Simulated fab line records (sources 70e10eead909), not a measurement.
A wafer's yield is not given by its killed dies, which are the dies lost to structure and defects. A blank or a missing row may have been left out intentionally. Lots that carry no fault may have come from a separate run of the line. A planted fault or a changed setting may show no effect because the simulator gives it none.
fab line records	flow nand-harc	part 1 of 2: steps 1 to 15 of 29
[record] lots = 5	wafers = 15	last-day = 33
route steps=1302 shown A_STAIRCASE@699
lots with no fault: from the same line, run without faults
start-h: hours from the record's first day to the start of the lot's first wafer shown	wait-h: hours since the lot's step before	" as in the row above	L1.1+2: one row covering several wafers at once	- either no value or no given start	* or withheld: withheld	< > ~ a bound
route shown NAME@n: names a module that has steps shown in the file, with the first one's number in the route	usual: mean/standard deviation of fault-free wafers	same: alike in all rows	chamber/n: place in a boat	sites: per-site readings	_std_site: the values' standard deviation	_edge_site: inner sites' mean taken away from outer sites' mean	radius-mm: for every site, how far away it sits from the centre of the wafer	mask NAME#n: copy n	behind: the last tool/chamber to shape the wafer	hold: cause of the lot's hold/its duration in hours/its outcome	device: whichever transistor did not switch (one of n, p or np)	end of line: the same wafers' tests at the end of the route	a step with no rows: only its recipe	killed: dies that structure and defects cost at the first sort, which is not the same as the wafer's yield	map: a wafer's dies, x killed, . not, _ none there
set.NAME: the setting that was run; set.NAME@STEP: the one run at that earlier step	model.NAME: the simulator's own value behind a step, which no gauge read
lots seen at some steps along the route; tables by step, rows by wafer
services: when a tool's chamber went out of use (start-h, in hours from the record's first day, below 0 if earlier), for how many hours, and the reason
[[steps]]
[step NHARC_A_STAIRCASE_HARDBAKE_185]
[recipe] temp-c = 120	time-s = 140
lot.wafer	tool	chamber	start-h	wait-h
L076.1+4+5	litho-track-07	0	386.33	-
L083.4+5+6	litho-track-07	0	458.77	-
L091.2+5+6	litho-track-07	0	530.93	-
L093.1+3+4	litho-track-03	0	534.77	-
L097.1+4+6	litho-track-03	0	575.58	-
[step NHARC_A_STAIRCASE_DESCUM_186]
[recipe] time-s = 3	o2-flow-sccm = 200	ar-flow-sccm = 0	bias-power-w = 0	chemistry = O2
[usual] drypump-motor-current-A = 5.5/0.47	mfc-ar-sccm = 0.012/0.015	oes-product-au = 0.999/0.0076	rf-vpp-V = 57.6/0.91	showerhead-plenum-p-Torr = 1.89/0.078	throttle-valve-pct = 11.311/0.0088
lot.wafer	tool	chamber	start-h	wait-h	drypump-motor-current-A	mfc-ar-sccm	oes-product-au	rf-hours-counter-h	rf-vpp-V	showerhead-plenum-p-Torr	throttle-valve-pct
L076.1	rie-diel-13	2	386.43	-	5.2	0	1.002	11	57.6	1.87	11.310
L076.4	"	3	"	"	5.2	0.018	0.995	11	58.6	1.84	11.306
L076.5	"	1	"	"	5.3	0.040	1.005	-	58.8	2.04	11.319
L083.4	rie-diel-13	0	458.87	-	6.4	0.033	0.994	34	57.7	1.85	11.295
L083.6	"	1	"	"	5.3	0.040	1.014	-	59.8	2.03	11.328
L083.5	"	2	"	"	5.2	0	0.995	-	57.0	1.87	11.313
L091.2	rie-diel-05	2	531.03	-	5.1	0.008	0.995	39	59.1	1.84	11.289
L091.6	"	0	"	"	5.4	0.007	0.989	-	58.4	1.87	11.328
L091.5	"	1	"	"	5.4	0	0.988	-	57.6	1.82	11.314
L093.4	rie-diel-05	0	534.86	-	5.4	0.007	1.010	44	58.1	1.87	11.327
L093.1	"	1	"	"	5.4	0	1.004	45	56.8	1.82	11.302
L093.3	"	2	"	"	5.1	0.008	1.010	40	57.4	1.84	11.318
L097.4	rie-diel-05	0	575.69	-	5.4	0.007	1.007	58	57.5	1.87	11.318
L097.1	"	1	"	"	5.4	0	1.005	59	56.5	1.82	11.310
L097.6	"	2	"	"	5.1	0.008	1.007	-	58.0	1.84	11.317
[step NHARC_A_STAIRCASE_TRIM_187]
[recipe] time-s = 211.2	o2-flow-sccm = 500	ar-flow-sccm = 0	bias-w = 0	chemistry = O2
[usual] drypump-motor-current-A = 5.5/0.47	mfc-ar-sccm = 0.012/0.015	oes-product-au = 0.999/0.0069	rf-vpp-V = 57.7/0.98	showerhead-plenum-p-Torr = 3.49/0.13	throttle-valve-pct = 17.037/0.0099
lot.wafer	tool	chamber	start-h	wait-h	drypump-motor-current-A	mfc-ar-sccm	oes-product-au	rf-hours-counter-h	rf-vpp-V	showerhead-plenum-p-Torr	throttle-valve-pct
L076.4	rie-diel-13	0	386.55	0.1	6.4	0.033	0.997	13	56.1	3.43	17.039
L076.1	"	2	"	"	5.2	0	0.998	11	58.5	3.46	17.033
L076.5	"	0	"	"	6.4	0.033	0.991	-	57.2	3.43	17.041
L083.4	rie-diel-13	3	458.97	0.1	5.2	0.018	0.991	37	56.3	3.39	17.041
L083.5	"	0	"	"	6.3	0.033	0.984	-	58.5	3.42	17.023
L083.6	"	1	"	"	5.3	0.040	1.005	-	56.4	3.73	17.025
L091.2	rie-diel-05	1	531.33	0.3	5.5	0	0.989	43	58.4	3.37	17.051
L091.5	"	0	"	"	5.4	0.007	0.990	-	58.0	3.46	17.031
L091.6	"	1	"	"	5.4	0	0.990	-	57.6	3.37	17.029
L093.1	rie-diel-05	0	534.96	0.1	5.4	0.007	1.003	44	57.8	3.46	17.041
L093.4	"	1	"	"	5.4	0	1.012	45	55.5	3.37	17.034
L093.3	"	2	"	"	5.1	0.008	1.003	40	56.2	3.40	17.042
L097.4	rie-diel-05	1	575.78	0.1	5.4	0	1.016	59	57.4	3.37	17.042
L097.1	"	2	"	"	5.1	0.008	1.002	57	57.1	3.40	17.041
L097.6	"	1	"	"	5.5	0	0.996	-	57.7	3.37	17.042
[step NHARC_A_STAIRCASE_ETCH_188]
[recipe] target-depth-a = 1000	time-s = 40.5	ion-energy-ev = 400	c4f8-flow-sccm = 20	o2-flow-sccm = 10	ar-flow-sccm = withheld	rf-w = 600	bias-w = 1000	chemistry = C4F8/O2
[usual] oes-product-au = 0.940/0.014	rf-vpp-V = 894/4.8
lot.wafer	tool	chamber	start-h	wait-h	oes-product-au	rf-hours-counter-h	rf-vpp-V
L076.4	rie-diel-13	3	-	-	0.926	11	892
L076.1	"	0	"	"	0.922	13	892
L076.5	"	1	"	"	0.932	-	903
L083.5	rie-diel-13	3	-	-	0.946	-	890
L083.6	"	1	"	"	0.961	-	904
L083.4	"	2	"	"	0.946	-	896
L091.2	rie-diel-05	0	-	-	0.926	43	894
L091.6	"	2	"	"	0.931	-	892
L091.5	"	3	"	"	0.931	-	895
L093.1	rie-diel-05	0	-	-	0.938	44	894
L093.4	"	1	"	"	0.958	45	891
L093.3	"	3	"	"	0.947	40	895
L097.4	rie-diel-05	3	-	-	0.952	55	894
L097.1	"	1	"	"	0.956	60	890
L097.6	"	0	"	"	0.953	-	892
[step NHARC_A_STAIRCASE_TRIM_189]
[recipe] time-s = 211.2	o2-flow-sccm = 500	ar-flow-sccm = 0	bias-w = 0	chemistry = O2
[usual] drypump-motor-current-A = 5.5/0.47	mfc-ar-sccm = 0.012/0.015	oes-product-au = 0.999/0.0072	rf-vpp-V = 57.8/0.79	showerhead-plenum-p-Torr = 3.49/0.13	throttle-valve-pct = 17.038/0.0082
lot.wafer	tool	chamber	start-h	wait-h	drypump-motor-current-A	mfc-ar-sccm	oes-product-au	rf-hours-counter-h	rf-vpp-V	showerhead-plenum-p-Torr	throttle-valve-pct
L076.1	rie-diel-13	2	-	-	5.2	0	0.991	11	58.5	3.46	17.042
L076.4	"	0	"	"	6.4	0.033	0.981	13	57.1	3.43	17.037
L076.5	"	3	"	"	5.2	0.018	1.003	-	58.0	3.40	17.050
L083.6	rie-diel-13	3	-	-	5.2	0.018	0.996	-	59.2	3.39	17.045
L083.5	"	1	"	"	5.3	0.040	1.001	-	59.6	3.73	17.031
L083.4	"	2	"	"	5.2	0	0.987	-	58.1	3.45	17.022
L091.2	rie-diel-05	1	-	-	5.4	0	0.998	43	56.9	3.37	17.047
L091.6	"	3	"	"	5.2	0	1.005	-	58.4	3.48	17.053
L091.5	"	0	"	"	5.4	0.007	0.996	-	57.8	3.46	17.024
L093.4	rie-diel-05	2	-	-	5.1	0.008	1.000	40	58.1	3.40	17.039
L093.1	"	0	"	"	5.4	0.007	1.009	44	58.1	3.46	17.027
L093.3	"	1	"	"	5.5	0	0.994	45	57.8	3.37	17.053
L097.1	rie-diel-05	3	-	-	5.3	0	0.993	55	56.6	3.47	17.033
L097.4	"	1	"	"	5.4	0	1.004	60	56.9	3.37	17.027
L097.6	"	2	"	"	5.1	0.008	1.000	-	58.5	3.40	17.033
[step NHARC_A_STAIRCASE_ETCH_190]
[recipe] target-depth-a = 1000	time-s = 40.5	ion-energy-ev = 400	c4f8-flow-sccm = 20	o2-flow-sccm = 10	ar-flow-sccm = withheld	rf-w = 600	bias-w = 1000	chemistry = C4F8/O2
[usual] oes-product-au = 0.943/0.0099	rf-vpp-V = 895/4.8
lot.wafer	tool	chamber	start-h	wait-h	oes-product-au	rf-hours-counter-h	rf-vpp-V
L076.4	rie-diel-13	1	-	-	0.953	12	903
L076.1	"	2	"	"	0.933	11	893
L076.5	"	2	"	"	0.930	-	894
L083.4	rie-diel-13	2	-	-	0.943	-	893
L083.6	"	3	"	"	0.953	-	889
L083.5	"	1	"	"	0.958	-	903
L091.2	rie-diel-05	0	-	-	0.945	43	893
L091.5	"	2	"	"	0.935	-	892
L091.6	"	3	"	"	0.947	-	893
L093.1	rie-diel-05	3	-	-	0.938	40	894
L093.3	"	0	"	"	0.947	45	893
L093.4	"	2	"	"	0.948	40	893
L097.1	rie-diel-05	1	-	-	0.941	60	891
L097.4	"	3	"	"	0.946	55	894
L097.6	"	1	"	"	0.947	-	891
[step NHARC_A_STAIRCASE_TRIM_191]
[recipe] time-s = 211.2	o2-flow-sccm = 500	ar-flow-sccm = 0	bias-w = 0	chemistry = O2
[usual] drypump-motor-current-A = 5.5/0.46	mfc-ar-sccm = 0.012/0.015	oes-product-au = 0.999/0.0078	rf-vpp-V = 57.7/0.88	showerhead-plenum-p-Torr = 3.49/0.13	throttle-valve-pct = 17.038/0.01
lot.wafer	tool	chamber	start-h	wait-h	drypump-motor-current-A	mfc-ar-sccm	oes-product-au	rf-hours-counter-h	rf-vpp-V	showerhead-plenum-p-Torr	throttle-valve-pct
L076.1	rie-diel-13	3	-	-	5.2	0.018	0.983	11	56.6	3.40	17.027
L076.4	"	0	"	"	6.4	0.033	0.982	13	58.1	3.43	17.030
L076.5	"	0	"	"	6.4	0.033	0.987	-	58.2	3.43	17.045
L083.5	rie-diel-13	2	-	-	5.3	0	0.985	-	56.4	3.45	17.027
L083.6	"	3	"	"	5.3	0.018	0.985	-	56.5	3.39	17.041
L083.4	"	1	"	"	5.3	0.040	1.007	-	58.8	3.73	17.054
L091.2	rie-diel-05	0	-	-	5.4	0.007	1.018	43	58.1	3.46	17.028
L091.6	"	3	"	"	5.2	0	1.006	-	57.7	3.48	17.035
L091.5	"	0	"	"	5.4	0.007	1.003	-	56.4	3.46	17.047
L093.3	rie-diel-05	3	-	-	5.3	0	0.998	40	56.2	3.48	17.052
L093.4	"	0	"	"	5.4	0.007	1.004	45	57.6	3.46	17.045
L093.1	"	1	"	"	5.4	0	0.981	45	57.4	3.37	17.031
L097.4	rie-diel-05	0	-	-	5.4	0.007	1.003	58	56.2	3.45	17.030
L097.1	"	2	"	"	5.1	0.008	0.997	57	57.7	3.40	17.027
L097.6	"	3	"	"	5.2	0	1.003	-	58.5	3.47	17.023
[step NHARC_A_STAIRCASE_ETCH_192]
[recipe] target-depth-a = 1000	time-s = 40.5	ion-energy-ev = 400	c4f8-flow-sccm = 20	o2-flow-sccm = 10	ar-flow-sccm = withheld	rf-w = 600	bias-w = 1000	chemistry = C4F8/O2
[usual] oes-product-au = 0.942/0.0098	rf-vpp-V = 894/4.8
lot.wafer	tool	chamber	start-h	wait-h	oes-product-au	rf-hours-counter-h	rf-vpp-V
L076.4	rie-diel-13	2	-	-	0.946	11	892
L076.1	"	3	"	"	0.938	11	891
L076.5	"	1	"	"	0.946	-	904
L083.5	rie-diel-13	2	-	-	0.933	-	893
L083.4	"	3	"	"	0.937	-	890
L083.6	"	1	"	"	0.938	-	903
L091.2	rie-diel-05	0	-	-	0.940	43	894
L091.5	"	0	"	"	0.943	-	894
L091.6	"	1	"	"	0.957	-	890
L093.3	rie-diel-05	1	-	-	0.945	45	890
L093.4	"	2	"	"	0.941	41	892
L093.1	"	0	"	"	0.956	45	893
L097.1	rie-diel-05	2	-	-	0.955	57	892
L097.4	"	0	"	"	0.937	58	892
L097.6	"	1	"	"	0.953	-	891
[step NHARC_A_STAIRCASE_TRIM_193]
[recipe] time-s = 211.2	o2-flow-sccm = 500	ar-flow-sccm = 0	bias-w = 0	chemistry = O2
[usual] drypump-motor-current-A = 5.5/0.47	mfc-ar-sccm = 0.011/0.014	oes-product-au = 1.001/0.007	rf-vpp-V = 57.7/0.92	showerhead-plenum-p-Torr = 3.48/0.12	throttle-valve-pct = 17.036/0.01
lot.wafer	tool	chamber	start-h	wait-h	drypump-motor-current-A	mfc-ar-sccm	oes-product-au	rf-hours-counter-h	rf-vpp-V	showerhead-plenum-p-Torr	throttle-valve-pct
L076.1	rie-diel-13	0	-	-	6.4	0.033	0.988	13	58.6	3.43	17.005
L076.4	"	1	"	"	5.3	0.040	0.998	12	60.0	3.74	17.039
L076.5	"	3	"	"	5.2	0.018	0.997	-	57.4	3.40	17.030
L083.4	rie-diel-13	1	-	-	5.3	0.040	1.001	-	58.8	3.73	17.044
L083.6	"	2	"	"	5.2	0	0.993	-	58.9	3.45	17.032
L083.5	"	3	"	"	5.2	0.018	0.995	-	56.8	3.39	17.016
L091.2	rie-diel-05	1	-	-	5.4	0	1.014	44	56.2	3.37	17.050
L091.6	"	1	"	"	5.5	0	1.006	-	56.5	3.37	17.053
L091.5	"	2	"	"	5.1	0.008	1.009	-	57.8	3.41	17.027
L093.4	rie-diel-05	1	-	-	5.4	0	1.009	45	57.8	3.37	17.028
L093.1	"	2	"	"	5.1	0.008	1.004	41	58.8	3.40	17.021
L093.3	"	0	"	"	5.4	0.007	1.008	45	57.3	3.46	17.039
L097.4	rie-diel-05	1	-	-	5.4	0	0.999	60	56.6	3.37	17.042
L097.1	"	3	"	"	5.2	0	0.987	55	56.8	3.47	17.041
L097.6	"	1	"	"	5.5	0	1.009	-	57.7	3.37	17.021
[step NHARC_A_STAIRCASE_ETCH_194]
[recipe] target-depth-a = 1000	time-s = 40.5	ion-energy-ev = 400	c4f8-flow-sccm = 20	o2-flow-sccm = 10	ar-flow-sccm = withheld	rf-w = 600	bias-w = 1000	chemistry = C4F8/O2
[usual] oes-product-au = 0.941/0.01	rf-vpp-V = 894/4.9
lot.wafer	tool	chamber	start-h	wait-h	oes-product-au	rf-hours-counter-h	rf-vpp-V
L076.1	rie-diel-13	2	-	-	0.947	11	894
L076.4	"	3	"	"	0.926	12	892
L076.5	"	1	"	"	0.952	-	904
L083.5	rie-diel-13	3	-	-	0.941	-	891
L083.6	"	1	"	"	0.942	-	904
L083.4	"	2	"	"	0.932	-	892
L091.2	rie-diel-05	2	-	-	0.938	39	890
L091.5	"	0	"	"	0.951	-	894
L091.6	"	1	"	"	0.938	-	890
L093.4	rie-diel-05	1	-	-	0.933	45	889
L093.1	"	2	"	"	0.935	41	890
L093.3	"	3	"	"	0.943	41	895
L097.4	rie-diel-05	2	-	-	0.967	57	892
L097.1	"	1	"	"	0.953	60	890
L097.6	"	2	"	"	0.950	-	891
[step NHARC_A_STAIRCASE_TRIM_196]
[recipe] time-s = 211.2	o2-flow-sccm = 500	ar-flow-sccm = 0	bias-w = 0	chemistry = O2
[usual] drypump-motor-current-A = 5.6/0.53	mfc-ar-sccm = 0.011/0.015	oes-product-au = 0.999/0.0066	rf-vpp-V = 57.8/0.94	showerhead-plenum-p-Torr = 3.51/0.15	throttle-valve-pct = 17.036/0.0096
lot.wafer	tool	chamber	start-h	wait-h	drypump-motor-current-A	mfc-ar-sccm	oes-product-au	rf-hours-counter-h	rf-vpp-V	showerhead-plenum-p-Torr	throttle-valve-pct
L076.4	rie-diel-08	1	387.57	0.1	6.5	0.038	0.999	3	56.2	3.33	17.052
L076.1	"	3	"	"	6.4	0	1.001	3	57.5	3.59	17.017
L076.5	"	1	"	"	6.5	0.038	1.001	-	57.3	3.33	17.029
L083.4	rie-diel-13	3	460.16	0.2	5.2	0.018	1.004	-	57.2	3.39	17.025
L083.6	"	1	"	"	5.3	0.040	1.008	-	57.9	3.73	17.035
L083.5	"	2	"	"	5.3	0	0.998	-	59.1	3.45	17.030
L091.2	rie-diel-08	1	532.64	0.1	6.5	0.038	1.004	47	57.9	3.31	17.034
L091.5	"	2	"	"	5.6	0	0.996	-	60.1	3.78	17.041
L091.6	"	3	"	"	6.4	0	0.996	-	58.9	3.57	17.042
L093.1	rie-diel-08	2	536.22	0.1	5.6	0	0.999	52	56.9	3.78	17.043
L093.4	"	3	"	"	6.4	0	1.000	50	58.9	3.57	17.033
L093.3	"	1	"	"	6.5	0.038	1.006	49	57.5	3.31	17.030
L097.1	rie-diel-08	1	576.79	0.1	6.6	0.038	0.994	6	57.2	3.30	17.013
L097.4	"	2	"	"	5.6	0	0.998	8	58.0	3.77	17.040
L097.6	"	2	"	"	5.6	0	1.010	-	57.5	3.77	17.035
[step NHARC_A_STAIRCASE_ETCH_197]
[recipe] target-depth-a = 1000	time-s = 40.5	ion-energy-ev = 400	c4f8-flow-sccm = 20	o2-flow-sccm = 10	ar-flow-sccm = withheld	rf-w = 600	bias-w = 1000	chemistry = C4F8/O2
[usual] oes-product-au = 0.953/0.018	rf-vpp-V = 895/5.3
lot.wafer	tool	chamber	start-h	wait-h	oes-product-au	rf-hours-counter-h	rf-vpp-V
L076.4	rie-diel-08	0	-	-	0.987	3	898
L076.1	"	2	"	"	0.965	2	907
L076.5	"	0	"	"	0.989	-	898
L083.6	rie-diel-13	3	-	-	0.945	-	890
L083.4	"	1	"	"	0.951	-	903
L083.5	"	2	"	"	0.944	-	894
L091.2	rie-diel-08	2	-	-	0.937	50	904
L091.6	"	1	"	"	0.953	-	888
L091.5	"	2	"	"	0.946	-	905
L093.3	rie-diel-08	3	-	-	0.930	50	898
L093.1	"	0	"	"	0.936	47	897
L093.4	"	1	"	"	0.940	49	887
L097.4	rie-diel-08	0	-	-	0.975	7	897
L097.1	"	1	"	"	0.950	6	887
L097.6	"	1	"	"	0.949	-	887
[step NHARC_A_STAIRCASE_TRIM_198]
[recipe] time-s = 211.2	o2-flow-sccm = 500	ar-flow-sccm = 0	bias-w = 0	chemistry = O2
[usual] drypump-motor-current-A = 5.6/0.53	mfc-ar-sccm = 0.012/0.015	oes-product-au = 1.000/0.0076	rf-vpp-V = 57.8/0.9	showerhead-plenum-p-Torr = 3.50/0.14	throttle-valve-pct = 17.036/0.0089
lot.wafer	tool	chamber	start-h	wait-h	drypump-motor-current-A	mfc-ar-sccm	oes-product-au	rf-hours-counter-h	rf-vpp-V	showerhead-plenum-p-Torr	throttle-valve-pct
L076.4	rie-diel-08	3	-	-	6.5	0	0.992	3	58.0	3.59	17.037
L076.1	"	0	"	"	5.3	0.001	0.998	3	58.2	3.58	17.044
L076.5	"	1	"	"	6.6	0.038	1.005	-	56.9	3.33	17.048
L083.5	rie-diel-13	3	-	-	5.3	0.018	1.000	-	58.6	3.38	17.014
L083.4	"	1	"	"	5.3	0.040	0.997	-	58.2	3.73	17.045
L083.6	"	2	"	"	5.2	0	0.988	-	57.3	3.45	17.037
L091.2	rie-diel-08	1	-	-	6.5	0.038	1.002	47	57.7	3.31	17.054
L091.5	"	1	"	"	6.5	0.038	1.004	-	57.5	3.31	17.027
L091.6	"	2	"	"	5.6	0	1.009	-	57.6	3.78	17.018
L093.4	rie-diel-08	2	-	-	5.6	0	1.005	52	59.5	3.78	17.040
L093.3	"	0	"	"	5.3	0.001	0.992	47	56.7	3.56	17.035
L093.1	"	1	"	"	6.6	0.038	1.007	49	58.7	3.31	17.021
L097.1	rie-diel-08	3	-	-	6.5	0	1.012	9	58.4	3.56	17.031
L097.4	"	0	"	"	5.3	0.001	1.016	7	57.2	3.56	17.053
L097.6	"	3	"	"	6.5	0	0.999	-	57.9	3.56	17.027
[step NHARC_A_STAIRCASE_ETCH_199]
[recipe] target-depth-a = 1000	time-s = 40.5	ion-energy-ev = 400	c4f8-flow-sccm = 20	o2-flow-sccm = 10	ar-flow-sccm = withheld	rf-w = 600	bias-w = 1000	chemistry = C4F8/O2
[usual] oes-product-au = 0.950/0.013	rf-vpp-V = 895/5.3
lot.wafer	tool	chamber	start-h	wait-h	oes-product-au	rf-hours-counter-h	rf-vpp-V
L076.4	rie-diel-08	3	-	-	0.955	3	898
L076.1	"	0	"	"	0.976	3	899
L076.5	"	2	"	"	0.942	-	906
L083.6	rie-diel-13	3	-	-	0.936	-	891
L083.5	"	1	"	"	0.950	-	905
L083.4	"	2	"	"	0.937	-	893
L091.2	rie-diel-08	1	-	-	0.950	47	888
L091.5	"	0	"	"	0.951	-	898
L091.6	"	1	"	"	0.946	-	889
L093.1	rie-diel-08	0	-	-	0.944	47	898
L093.3	"	2	"	"	0.948	52	906
L093.4	"	3	"	"	0.940	50	897
L097.1	rie-diel-08	2	-	-	0.953	9	905
L097.4	"	3	"	"	0.952	9	897
L097.6	"	0	"	"	0.970	-	898
[step NHARC_A_STAIRCASE_TRIM_200]
[recipe] time-s = 211.2	o2-flow-sccm = 500	ar-flow-sccm = 0	bias-w = 0	chemistry = O2
[usual] drypump-motor-current-A = 5.7/0.53	mfc-ar-sccm = 0.011/0.015	oes-product-au = 1.000/0.0072	rf-vpp-V = 57.8/0.88	showerhead-plenum-p-Torr = 3.51/0.15	throttle-valve-pct = 17.035/0.0085
lot.wafer	tool	chamber	start-h	wait-h	drypump-motor-current-A	mfc-ar-sccm	oes-product-au	rf-hours-counter-h	rf-vpp-V	showerhead-plenum-p-Torr	throttle-valve-pct
L076.4	rie-diel-08	2	-	-	5.6	0	1.004	3	59.7	3.81	17.022
L076.1	"	3	"	"	6.4	0	0.998	3	57.8	3.59	17.037
L076.5	"	3	"	"	6.5	0	1.009	-	59.2	3.59	17.030
L083.5	rie-diel-13	3	-	-	5.2	0.018	0.996	-	58.7	3.39	17.041
L083.4	"	1	"	"	5.3	0.040	0.995	-	58.6	3.73	17.041
L083.6	"	2	"	"	5.2	0	0.996	-	57.2	3.45	17.047
L091.2	rie-diel-08	3	-	-	6.5	0	1.003	48	58.1	3.57	17.039
L091.5	"	1	"	"	6.6	0.038	0.992	-	56.7	3.31	17.040
L091.6	"	2	"	"	5.6	0	1.002	-	58.4	3.78	17.023
L093.4	rie-diel-08	1	-	-	6.5	0.038	1.005	49	57.1	3.31	17.029
L093.3	"	3	"	"	6.4	0	1.001	50	58.9	3.56	17.036
L093.1	"	0	"	"	5.3	0.001	1.010	47	58.7	3.56	17.048
L097.1	rie-diel-08	2	-	-	5.6	0	1.007	9	58.2	3.77	17.033
L097.4	"	3	"	"	6.5	0	0.988	9	57.4	3.56	17.032
L097.6	"	3	"	"	6.5	0	0.981	-	58.9	3.56	17.030
